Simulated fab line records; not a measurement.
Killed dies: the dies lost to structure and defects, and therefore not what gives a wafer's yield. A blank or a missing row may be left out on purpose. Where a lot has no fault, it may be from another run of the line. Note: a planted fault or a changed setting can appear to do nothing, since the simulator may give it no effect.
fab line records	flow nand_harc
record: lots: 12	wafers: 36	last_day: 31
route steps=1302 shown P_ZERO_WELL@61 P_STI@85 P_GATE@119 END@1302
lots with no fault: from the same line, run without faults
start_h: the number of hours between the record's first day and the start of the first shown wafer of the lot	wait_h: hours from the lot's prior step to this one	" as in the row above	L1.1+2: one row covering several wafers at once	- no value present, or no start provided	* or withheld: withheld	< > ~ a bound
route shown NAME@n: a module of which the file shows steps, and the number in the route of the first	usual: the fault-free wafers' mean and standard deviation	same: alike in all rows	chamber/n: place in a boat	sites: per-site readings	_std_site: the values' standard deviation	_edge_site: outer sites' mean less inner sites'	radius_mm: how far each site lies from the wafer's centre	mask NAME#n: copy n	behind: the last tool/chamber to shape the wafer	hold: why the lot was held/for how many hours/how that ended	device: which transistor (n, p or np) failed to switch	end of line: at the end of the route, the tests of the same wafers	for a step that has no rows: nothing shown but its recipe	killed: not the wafer's yield, but the dies lost to structure and defects at the first sort	map: a wafer's dies, x killed, . not, _ none there
set.NAME: the run value of the setting; set.NAME@STEP: its run value at that earlier step	model.NAME: the simulator's own value behind a step, which no gauge read
steps of the route over a sample of lots; a table a step, a row a wafer
services: the hour from which a tool's chamber was out of use, counted from the record's first day as start_h (under 0 if before that day), plus the number of hours and why
== steps ==
step: NHARC_P_ZERO_WELL_DESCUM_54
recipe: time_s: 3	o2_flow_sccm: 200	ar_flow_sccm: 0	bias_power_w: 0	chemistry: O2
usual: drypump_motor_current_A: 5.9/0.6	oes_product_au: 1.001/0.0074	rf_vpp_V: 57.9/0.91	showerhead_plenum_p_Torr: 1.91/0.077	throttle_valve_pct: 11.311/0.0085
lot.wafer	tool	chamber	start_h	wait_h	drypump_motor_current_A	oes_product_au	rf_hours_counter_h	rf_vpp_V	showerhead_plenum_p_Torr	throttle_valve_pct
L606.1	rie_diel-13	1	25.85	-	6.5	0.997	5	58.1	2.01	11.327
L606.2	"	0	"	"	6.4	1.008	6	57.6	1.89	11.310
L606.5	"	2	"	"	4.8	0.996	-	58.0	1.88	11.303
L607.3	rie_diel-13	0	35.98	-	6.5	1.010	11	58.7	1.89	11.309
L607.1	"	1	"	"	6.6	0.996	12	58.1	2.00	11.301
L607.2	"	2	"	"	4.8	1.002	15	57.8	1.87	11.310
L608.1	rie_diel-13	3	46.17	-	5.7	1.006	15	56.5	1.80	11.321
L608.4	"	1	"	"	6.5	1.010	14	57.8	2.00	11.306
L608.5	"	3	"	"	5.7	1.006	-	58.6	1.80	11.300
L610.3	rie_diel-05	0	65.90	-	6.4	1.003	2	58.7	2.08	11.298
L610.1	"	3	"	"	6.1	1.004	2	58.3	1.95	11.329
L610.5	"	0	"	"	6.4	0.991	-	59.9	2.08	11.297
L612.2	rie_diel-13	2	85.78	-	4.8	0.996	33	57.7	1.87	11.305
L612.4	"	3	"	"	5.7	0.998	30	57.7	1.80	11.323
L612.5	"	2	"	"	4.8	1.002	-	58.6	1.87	11.313
L614.2	rie_diel-07	3	110.91	-	6.3	0.988	42	59.3	2.03	11.302
L614.3	"	0	"	"	5.0	1.001	45	56.9	1.81	11.285
L614.4	"	1	"	"	6.0	0.996	39	57.9	1.93	11.301
L615.4	rie_diel-07	3	115.97	-	6.3	0.995	43	57.9	2.03	11.303
L615.2	"	0	"	"	5.0	0.998	47	58.4	1.81	11.300
L615.6	"	3	"	"	6.3	0.995	-	58.9	2.03	11.326
L616.3	rie_diel-13	1	125.95	-	6.6	1.000	43	57.9	1.99	11.326
L616.4	"	2	"	"	4.8	1.011	48	56.8	1.86	11.316
L616.5	"	2	"	"	4.8	1.004	-	58.4	1.86	11.304
L617.1	rie_diel-13	1	135.70	-	6.6	1.006	49	57.7	1.99	11.319
L617.5	"	2	"	"	4.8	0.994	-	58.2	1.86	11.309
L617.6	"	3	"	"	5.7	1.004	-	56.0	1.80	11.318
L620.1	rie_diel-07	1	168.44	-	6.1	1.009	10	58.0	1.92	11.308
L620.2	"	2	"	"	5.6	0.998	17	56.2	1.91	11.295
L620.4	"	3	"	"	6.3	0.989	17	59.0	2.02	11.310
L624.4	rie_diel-05	1	206.49	-	5.5	1.003	49	58.0	1.93	11.321
L624.5	"	1	"	"	5.5	0.992	-	57.3	1.93	11.317
L624.6	"	2	"	"	6.2	1.007	-	57.3	1.87	11.312
L625.1	rie_diel-13	0	215.77	-	6.4	0.998	12	58.6	1.87	11.320
L625.5	"	3	"	"	5.7	0.993	-	57.1	1.79	11.306
L625.6	"	0	"	"	6.4	1.000	-	58.5	1.87	11.321
step: NHARC_P_STI_INSPECT_11
usual: raw_defect_count: 6.1/2.9
lot.wafer	tool	chamber	start_h	wait_h	raw_defect_count
L606.1	defect_inspect-01	-	47.16	0.0	11
L606.2	"	-	"	"	6
L606.5	"	-	"	"	6
L607.1	defect_inspect-01	-	54.80	0.0	6
L607.2	"	-	"	"	12
L607.3	"	-	"	"	6
L608.1	defect_inspect-02	-	62.74	0.0	13
L608.4	"	-	"	"	6
L608.5	"	-	"	"	11
L610.1	defect_inspect-01	-	82.51	0.0	3
L610.3	"	-	"	"	2
L610.5	"	-	"	"	1
L612.2	defect_inspect-01	-	103.97	0.0	7
L612.4	"	-	"	"	6
L612.5	"	-	"	"	4
L614.2	defect_inspect-02	-	127.68	0.0	7
L614.3	"	-	"	"	3
L614.4	"	-	"	"	4
L615.2	defect_inspect-02	-	138.13	0.0	4
L615.4	"	-	"	"	3
L615.6	"	-	"	"	3
L616.3	defect_inspect-02	-	142.86	0.0	2
L616.4	"	-	"	"	6
L616.5	"	-	"	"	3
L617.1	defect_inspect-02	-	152.71	0.0	7
L617.5	"	-	"	"	5
L617.6	"	-	"	"	6
L620.1	defect_inspect-02	-	185.87	0.0	2
L620.2	"	-	"	"	3
L620.4	"	-	"	"	6
L624.4	defect_inspect-01	-	226.52	0.0	15
L624.5	"	-	"	"	8
L624.6	"	-	"	"	6
L625.1	defect_inspect-02	-	235.85	0.1	9
L625.5	"	-	"	"	4
L625.6	"	-	"	"	5
step: NHARC_P_STI_ETCH_15
recipe: target_depth_a: 3000	taper_deg: 4	time_s: 100.1	hbr_flow_sccm: 150	cl2_flow_sccm: 50	rf_w: 400	icp_w: 400	bias_w: 100	chemistry: HBr/Cl2
usual: drypump_motor_current_A: 5.7/0.35	he_backside_leak_sccm: 2.64/0.24	oes_product_au: 1.001/0.0091	throttle_valve_pct: 26.407/0.0088
lot.wafer	tool	chamber	start_h	wait_h	drypump_motor_current_A	he_backside_leak_sccm	oes_product_au	rf_hours_counter_h	throttle_valve_pct
L606.1	rie_si-01	1	47.83	-	5.9	2.58	1.006	0.2	26.403
L606.2	"	2	"	"	5.3	2.84	0.995	0.0	26.415
L606.5	"	1	"	"	5.9	2.65	0.997	-	26.403
L607.1	rie_si-06	0	55.21	-	5.8	2.44	0.997	1.2	26.402
L607.3	"	1	"	"	5.4	2.59	1.014	1.2	26.404
L607.2	"	2	"	"	5.3	2.88	1.009	0.8	26.400
L608.1	rie_si-01	3	63.17	-	5.4	2.74	1.011	0.3	26.396
L608.4	"	0	"	"	5.7	2.48	1.012	0.3	26.401
L608.5	"	3	"	"	5.5	2.76	1.017	-	26.403
L610.3	rie_si-06	0	82.93	-	5.8	2.45	1.011	0.0	26.424
L610.1	"	3	"	"	6.3	2.75	1.004	0.0	26.415
L610.5	"	0	"	"	5.9	2.42	1.000	-	26.394
L612.4	rie_si-01	1	104.41	-	5.9	2.70	1.000	0.7	26.416
L612.2	"	2	"	"	5.4	2.75	1.001	0.5	26.407
L612.5	"	3	"	"	5.4	2.74	1.005	-	26.393
L614.3	rie_si-01	1	128.38	-	5.8	2.88	0.998	0.8	26.419
L614.2	"	2	"	"	5.3	2.76	1.002	0.6	26.394
L614.4	"	0	"	"	5.7	2.38	1.012	0.8	26.392
L615.2	rie_si-01	0	138.58	-	5.7	2.36	1.015	0.9	26.402
L615.4	"	2	"	"	5.3	2.88	0.998	0.8	26.416
L615.6	"	1	"	"	5.9	2.73	0.999	-	26.412
L616.3	rie_si-01	3	143.33	-	5.5	2.70	1.004	0.9	26.411
L616.4	"	1	"	"	5.9	2.61	1.008	1.0	26.410
L616.5	"	2	"	"	5.3	2.79	0.995	-	26.407
L617.1	rie_si-05	1	153.17	-	6.3	2.82	0.994	0.1	26.410
L617.6	"	0	"	"	6.1	4.81	1.002	-	26.416
L617.5	"	1	"	"	6.3	2.68	0.998	-	26.403
L620.4	rie_si-05	3	186.33	-	5.8	2.42	0.983	0.2	26.414
L620.1	"	0	"	"	6.0	2.73	0.988	0.3	26.401
L620.2	"	1	"	"	6.3	2.61	0.996	0.4	26.422
L624.4	rie_si-06	2	226.93	-	5.3	2.89	0.999	0.9	26.412
L624.5	"	2	"	"	5.3	2.88	0.999	-	26.418
L624.6	"	3	"	"	6.3	2.71	1.000	-	26.417
L625.1	rie_si-06	1	236.26	-	5.4	2.63	0.988	1.0	26.418
L625.5	"	1	"	"	5.4	2.56	0.988	-	26.406
L625.6	"	2	"	"	5.3	2.88	1.006	-	26.404
step: NHARC_P_GATE_EXPOSE_08
recipe: na: 0.6	dose_mj: 16.75	mask_id: P_HV
usual: exposure_dose_mJ_cm2: 16.747/0.015	stage_vel_mm_s: 499.98/0.27
lot.wafer	tool	chamber	start_h	wait_h	mask	exposure_dose_mJ_cm2	stage_vel_mm_s
L606.1	krf_scanner-02	0	83.60	-	P_HV#0	16.736	499.99
L606.2	"	0	"	"	P_HV#0	16.758	499.85
L606.5	"	0	"	"	P_HV#0	16.770	499.69
L607.1	krf_scanner-02	0	88.95	-	P_HV#0	16.750	499.83
L607.2	"	0	"	"	P_HV#0	16.713	500.04
L607.3	"	0	"	"	P_HV#0	16.762	499.69
L608.1	krf_scanner-04	0	97.05	-	P_HV#0	16.727	499.45
L608.4	"	0	"	"	P_HV#0	16.749	500.07
L608.5	"	0	"	"	P_HV#0	16.729	499.90
L610.1	krf_scanner-02	0	118.64	-	P_HV#0	16.731	500.31
L610.3	"	0	"	"	P_HV#0	16.711	499.92
L610.5	"	0	"	"	P_HV#0	16.726	500.32
L612.2	krf_scanner-04	0	140.28	-	P_HV#0	16.737	500.05
L612.4	"	0	"	"	P_HV#0	16.729	499.78
L612.5	"	0	"	"	P_HV#0	16.772	499.78
L614.2	krf_scanner-04	0	171.07	-	P_HV#0	16.750	499.98
L614.3	"	0	"	"	P_HV#0	16.727	500.30
L614.4	"	0	"	"	P_HV#0	16.739	500.33
L615.2	krf_scanner-04	0	175.07	-	P_HV#0	16.738	499.98
L615.4	"	0	"	"	P_HV#0	16.746	499.97
L615.6	"	0	"	"	P_HV#0	16.766	499.89
L616.3	krf_scanner-01	0	175.24	-	P_HV#0	16.736	499.88
L616.4	"	0	"	"	P_HV#0	16.760	499.87
L616.5	"	0	"	"	P_HV#0	16.749	499.85
L617.1	krf_scanner-01	0	191.62	-	P_HV#0	16.728	500.03
L617.5	"	0	"	"	P_HV#0	16.743	499.64
L617.6	"	0	"	"	P_HV#0	16.754	500.11
L620.1	krf_scanner-01	0	228.76	-	P_HV#0	16.714	499.64
L620.2	"	0	"	"	P_HV#0	16.742	499.89
L620.4	"	0	"	"	P_HV#0	16.737	500.26
L624.4	krf_scanner-01	0	267.23	-	P_HV#0	17.749	500.25
L624.5	"	0	"	"	P_HV#0	17.722	500.28
L624.6	"	0	"	"	P_HV#0	17.706	500.28
L625.1	krf_scanner-01	0	267.25	-	P_HV#0	17.692	500.00
L625.5	"	0	"	"	P_HV#0	17.711	500.25
L625.6	"	0	"	"	P_HV#0	17.697	500.71
step: NHARC_END_SORT_01
recipe: temp_c: 25
usual: killed_at_array: 50/14	killed_at_other: 0.9/1	killed_at_periphery: 3.9/2.5	killed_dies: 55/15	killed_open: 3.5/1.9	killed_short: 2.5/1.7
same: gross_dies: 677
lot.wafer	tool	chamber	start_h	wait_h	killed_at_array	killed_at_other	killed_at_periphery	killed_dies	killed_open	killed_short
L615.2	prober-02	0	672.27	2.8	47	0	2	49	3	1
L615.4	prober-02	0	673.89	3.4	40	0	4	44	7	0
L615.6	prober-02	0	675.51	4.0	53	0	0	53	4	3
L614.2	prober-01	0	672.35	2.8	44	0	2	46	1	5
L614.3	prober-01	0	673.14	3.1	50	3	0	53	6	1
L614.4	prober-01	0	673.93	3.4	50	2	2	54	4	3
L624.4	prober-02	0	739.09	3.4	49	0	3	52	4	3
L624.5	prober-02	0	739.89	3.7	40	5	5	50	2	2
L624.6	prober-02	0	740.69	4.0	31	2	3	36	3	2
L625.1	prober-01	0	742.30	2.5	58	0	2	60	0	0
L625.5	prober-01	0	745.50	3.7	66	2	3	71	5	4
L625.6	prober-01	0	746.29	4.0	55	0	3	58	3	1
killed by level:class
L615.2 A_SLIT:chamber_film_flake=28 A_CHANNEL_HOLE_D2:chamber_film_flake=5 A_STAIRCASE:chamber_film_flake=5 A_CHANNEL_HOLE_D1:chamber_film_flake=3 A_CONTACT:chamber_film_flake=2 P_M0:geometric_particle:short=1 P_M1:geometric_particle:open=1 A_CHANNEL_FILL_D1:geometric_particle:open=1
L614.2 A_SLIT:chamber_film_flake=24 A_CHANNEL_HOLE_D2:chamber_film_flake=11 A_CHANNEL_HOLE_D1:chamber_film_flake=2 A_ONON_D1:geometric_particle:short=1 A_CHANNEL_FILL_D1:geometric_particle:short=1 A_DECK1_JOINT:geometric_particle:short=1 A_ONON_D2:geometric_particle:short=1 A_ONON_D2:geometric_particle:open=1
L614.3 A_SLIT:chamber_film_flake=22 A_CHANNEL_HOLE_D2:chamber_film_flake=10 A_CHANNEL_HOLE_D1:chamber_film_flake=6 A_ONON_D2:geometric_particle:open=3 A_CONTACT:chamber_film_flake=3 THIN_TSV:chamber_film_flake=2 A_CHANNEL_HOLE_D1:geometric_particle:open=1 A_CHANNEL_FILL_D1:geometric_particle:open=1
L615.4 A_SLIT:chamber_film_flake=21 A_CHANNEL_HOLE_D2:chamber_film_flake=5 A_CHANNEL_HOLE_D1:chamber_film_flake=4 A_STAIRCASE:chamber_film_flake=3 P_M2:geometric_particle:open=2 A_DECK1_JOINT:chamber_film_flake=2 P_GATE:geometric_particle:open=1 P_CONTACT:geometric_particle:open=1
L614.4 A_SLIT:chamber_film_flake=26 A_CHANNEL_HOLE_D2:chamber_film_flake=10 A_CHANNEL_HOLE_D1:chamber_film_flake=5 A_CONTACT:chamber_film_flake=3 A_ONON_D2:geometric_particle:open=2 P_GATE:geometric_particle:open=1 A_CHANNEL_FILL_D1:geometric_particle:open=1 A_WL_FILL:geometric_particle:short=1
L615.6 A_SLIT:chamber_film_flake=26 A_CONTACT:chamber_film_flake=6 A_CHANNEL_HOLE_D1:chamber_film_flake=4 A_DECK1_JOINT:chamber_film_flake=3 A_CHANNEL_HOLE_D2:chamber_film_flake=3 A_WL_FILL:chamber_film_flake=3 A_WL_FILL:geometric_particle:short=2 A_M0:geometric_particle:open=2
L624.4 A_CHANNEL_HOLE_D1:chamber_film_flake=38 P_M0:chamber_film_flake=2 A_STAIRCASE:chamber_film_flake=2 P_M0:geometric_particle:open=1 A_ONON_D1:geometric_particle:short=1 A_CHANNEL_FILL_D1:geometric_particle:open=1 A_DECK1_JOINT:geometric_particle:short=1 A_WL_FILL:geometric_particle:open=1
L624.5 A_CHANNEL_HOLE_D1:chamber_film_flake=30 THIN_TSV:chamber_film_flake=5 A_SLIT:chamber_film_flake=3 P_CONTACT:chamber_film_flake=2 A_CONTACT:chamber_film_flake=2 P_GATE:geometric_particle:open=1 P_CONTACT:geometric_particle:open=1 A_CHANNEL_FILL_D1:geometric_particle:short=1
L624.6 A_CHANNEL_HOLE_D1:chamber_film_flake=20 A_SLIT:chamber_film_flake=5 A_STAIRCASE:chamber_film_flake=2 A_CHANNEL_HOLE_D1:geometric_particle:short=1 A_ONON_D2:geometric_particle:short=1 A_WL_FILL:geometric_particle:open=1 A_BLC:geometric_particle:open=1 P_CONTACT:chamber_film_flake=1
L625.1 A_CHANNEL_HOLE_D2:chamber_film_flake=24 A_SLIT:chamber_film_flake=19 A_CHANNEL_HOLE_D1:chamber_film_flake=7 A_WL_FILL:chamber_film_flake=3 A_STAIRCASE:chamber_film_flake=3 P_ZERO_WELL:chamber_film_flake=2 A_CONTACT:chamber_film_flake=2
L625.5 A_SLIT:chamber_film_flake=20 A_CHANNEL_HOLE_D2:chamber_film_flake=17 A_CHANNEL_HOLE_D1:chamber_film_flake=10 A_STAIRCASE:chamber_film_flake=6 A_WL_FILL:chamber_film_flake=4 THIN_TSV:chamber_film_flake=2 P_STI:geometric_particle:short=1 P_CONTACT:geometric_particle:open=1
L625.6 A_CHANNEL_HOLE_D2:chamber_film_flake=17 A_SLIT:chamber_film_flake=15 A_CHANNEL_HOLE_D1:chamber_film_flake=7 A_CONTACT:chamber_film_flake=5 A_STAIRCASE:chamber_film_flake=3 A_WL_FILL:chamber_film_flake=2 A_CHANNEL_HOLE_D1:geometric_particle:open=1 A_ONON_D2:geometric_particle:short=1
== services ==
tool	chamber	start_h	hours	kind
krf_scanner-01	-	9.07	7.4	repair
krf_scanner-04	-	10.00	4.0	pm
rie_diel-13	1	14.07	4.8	repair
rie_diel-07	0	14.24	4.2	repair
rie_si-01	-	16.00	9.0	pm
rie_si-06	0	17.79	8.2	repair
krf_scanner-02	-	18.30	0.7	repair
rie_diel-07	-	34.06	0.3	repair
krf_scanner-02	-	36.01	6.2	repair
rie_diel-07	3	45.18	3.5	repair
rie_si-06	-	72.00	9.0	pm
rie_diel-13	3	105.54	10.1	repair
rie_diel-13	0	129.22	1.6	repair
krf_scanner-01	-	140.00	4.0	pm
rie_diel-13	-	167.54	9.0	pm
krf_scanner-04	-	182.00	4.0	pm
rie_si-01	-	193.00	9.0	pm
rie_diel-13	2	197.28	7.4	repair
krf_scanner-01	-	197.63	0.2	repair
rie_diel-13	3	219.62	10.5	repair
krf_scanner-04	-	223.34	0.7	repair
rie_si-01	1	225.29	14.7	repair
rie_si-06	-	249.00	9.0	pm
rie_diel-13	-	256.49	0.2	repair
== key ==
first_sign: step: NHARC_P_GATE_EXPOSE_08	reading: exposure_dose_mJ_cm2	direction: up	sigmas: 65	usual: 16.747	struck: 17.713
effect none on later readings
met_at NHARC_P_GATE_EXPOSE_08
struck_lots L624,L625
tester_left_out L624,L625
not_acting_at NHARC_P_ZERO_WELL_DESCUM_54,NHARC_P_STI_INSPECT_11,NHARC_P_STI_ETCH_15
onset_between 228.76 267.23
fault: kind: process_parameter_drift	tool: krf_scanner-01	chamber: -	onset_h: 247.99	steps: NHARC_P_GATE_EXPOSE_08	channel: dose_mj	offset: 0.95986	shape: step	acts_in: these_recipes_only	stated: 16.75
tester_left_out: of these lots the tester's yield and bins aren't shown, on N5 and GAA mostly nor the transistor test; their killed dies are dies lost to structure and defects alone, not to doping, threshold or leakage, so they don't give the yield
